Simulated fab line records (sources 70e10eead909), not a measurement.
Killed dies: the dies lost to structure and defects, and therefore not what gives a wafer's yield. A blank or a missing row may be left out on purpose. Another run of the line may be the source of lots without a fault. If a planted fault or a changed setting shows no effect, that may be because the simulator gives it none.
One fault through the eyes of 2 desks -- flow nand harc -- numbers are kept per desk, each desk with only its own; the story behind them comes last

## AT THE TOOL OWNER'S DESK: ald hk-01
The tool's own readings at NHARC_A_WL_FILL_ALD_00 (deposits Al2O3, target thk 3 nm, pulse time 3 s, ald cycles 30): means of the sampled wafers that have a number, for each lot that ran on this tool. Marked OUT: a lot whose mean sits more than 4 standard deviations from the usual mean, which makes it out of limits; the brackets give that distance.
Columns: A = heater power w at NHARC_A_WL_FILL_ALD_00, usual 471 W; B = precursor pulse height rel at NHARC_A_WL_FILL_ALD_00, usual 1.000
lot,first seen here,A,B
L948,day 23 04:23,486,0.991
L946,day 23 04:43,432,0.980
L953,day 26 11:56,442,1.008
L960,day 28 17:16,467,1.009
L963,day 29 23:13,432,0.975
Finding of this desk: none of the 5 lots has anything out of limits.

## THE METROLOGY DESK
What the gauges read, lot by lot, whatever tool the lot ran on: means of the sampled wafers that have a number. Marked OUT: a lot whose mean sits more than 4 standard deviations from the usual mean, which makes it out of limits; the brackets give that distance.
Columns: A = cd nm at NHARC_A_SLIT_CD_MEAS_21, usual 289.4 nm
lot,first seen here,A
L940,day 20 14:56,290.5
L946,day 22 21:30,287.9
L948,day 22 22:03,289.6
L952,day 25 08:04,290.1
L954,day 26 00:23,288.5
L953,day 26 05:14,290.3
L956,day 26 05:31,289.8
L955,day 26 09:08,289.9
L958,day 27 02:25,290.2
L961,day 28 06:44,289.9
L960,day 28 10:31,290.3
L963,day 29 16:29,288.1
Finding of this desk: none of the 12 lots has anything out of limits.

## PUT TOGETHER
The tool owner's desk saw nothing out of limits.
The metrology desk saw nothing out of limits.

## WHAT THE SIMULATOR PUT IN
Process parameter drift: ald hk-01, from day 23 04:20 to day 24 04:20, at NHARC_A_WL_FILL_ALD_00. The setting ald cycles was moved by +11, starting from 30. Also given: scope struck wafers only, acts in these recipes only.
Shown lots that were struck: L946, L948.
